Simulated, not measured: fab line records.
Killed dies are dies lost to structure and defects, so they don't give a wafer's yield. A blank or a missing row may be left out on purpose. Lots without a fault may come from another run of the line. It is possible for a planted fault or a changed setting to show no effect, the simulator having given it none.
Comparing a struck lot with a sound one | flow n5-finfet | 16 steps out of a route of 1938
Sound: the wafers L327.1, L327.4, L327.5. Wafers L319.3, L319.4, L319.5 were the ones struck. The cause comes at the end.
At each step with rows: each side's tool, then ch and its chambers, then its first start. Under that, the readings that differ: sound wafers | struck wafers | difference of the means | sigmas: that difference in standard deviations of wafers without a fault.
alike: words and numbers the same on both sides, and readings whose means are apart by under 2 such deviations; not compared: readings that were withheld, readings missing a value for some wafer, numbers with overlapping values and no deviation given by the record, and bounds like >300 which may hide the same value.
Wherever a step has rows on one side only, a row that says differs or no value, or a row with sigmas, the two part there. Non-overlapping numbers with no deviation appear without sigmas and do not part them. Lack of a reading on every wafer of one side parts them only where that side has two or more wafers.

N5_BEOL_M2_SPUTTER_90: material Cu, target thk 4.5 nm, time 8.29 s.
  sound on pvd-sputter-03, day 10 14:50; struck on pvd-sputter-01, day 8 19:13
  alike: throttle-valve-pct
N5_BEOL_M2_ANNEAL_91: time 240 s.
  sound on pvd-sputter-03, day 10 14:55; struck on pvd-sputter-01, day 8 19:18
  alike: heater-power-w
then, 4 steps without rows for these wafers: N5_BEOL_M2_SPUTTER_92 (material Cu, target thk 4.5 nm, time 8.29 s); N5_BEOL_M2_ANNEAL_93 (time 240 s); N5_BEOL_M2_SPUTTER_94 (material Cu, target thk 4.5 nm, time 8.29 s); N5_BEOL_M2_ANNEAL_95 (time 240 s).
N5_BEOL_M2_SPUTTER_96: material Cu, target thk 4.5 nm, time 8.29 s.
  sound on pvd-sputter-03, day 10 15:30; struck on pvd-sputter-01, day 8 19:53
  alike: throttle-valve-pct
then, 1 step without rows for these wafers: N5_BEOL_M2_ECD_50 (material Cu, target thk 300 nm).
N5_BEOL_M2_ANNEAL_51: time 90 s.
  sound on rtp-anneal-01 ch 0, day 10 15:41; struck on rtp-anneal-02 ch 0, day 8 20:54
  alike: wafer_temp_C_max
N5_BEOL_M2_CMP_52: polishes, stops on SiOC, t overpolish 6.8 s, target thk 40 nm.
  sound on cmp-04 ch 0,1,2, day 10 16:02; struck on cmp-04 ch 1,2, day 8 21:08
  alike: barrier-field-endpoint-s, edge-zone-pressure-frac, motor-current-A, overpolish-run-s, time-to-endpoint-s
N5_BEOL_M2_THK_MEAS_53: measures by xrf.
  sound on film-metro-02, day 10 16:18; struck on film-metro-02, day 8 21:24
  alike: M2_THK
then, 1 step without rows for these wafers: N5_BEOL_M2_PRE_CLEAN_60 (time 15 s).
N5_BEOL_M2_CO_CAP_55: material Co, precursor CCTBA/H2, target thk 2 nm, time 102.1 s.
  sound on cvd-co-02 ch 0,2, day 10 16:23; struck on cvd-co-01 ch 0,2, day 8 21:29
  no value came back on the struck wafers for chamber-pressure-Torr (Torr), heater-power-outer-w (W), heater-power-w (W); on the sound wafers chamber-pressure-Torr (Torr) reads 30.01 29.89 30.02
then, 1 step without rows for these wafers: N5_BEOL_M2_PRE_CLEAN_56 (time 15 s).
N5_BEOL_M4_RC_MEAS_101:
  sound on prober-01 ch 0, day 11 20:12; struck on prober-01 ch 0, day 9 17:41
  alike: DIBL_N, DIBL_P, IOFF_N, IOFF_P, ION_N, ION_P, SS_N, SS_P, VT_N, VT_P
then, 1 step without rows for these wafers: N5_PASSIVATION_PROBE_49.

WHERE THEY PART
Only at N5_BEOL_M2_CO_CAP_55, as far as this record shows. Later steps at which nothing parts them and some readings are alike: N5_BEOL_M4_RC_MEAS_101.

WHY: what the simulator had put in
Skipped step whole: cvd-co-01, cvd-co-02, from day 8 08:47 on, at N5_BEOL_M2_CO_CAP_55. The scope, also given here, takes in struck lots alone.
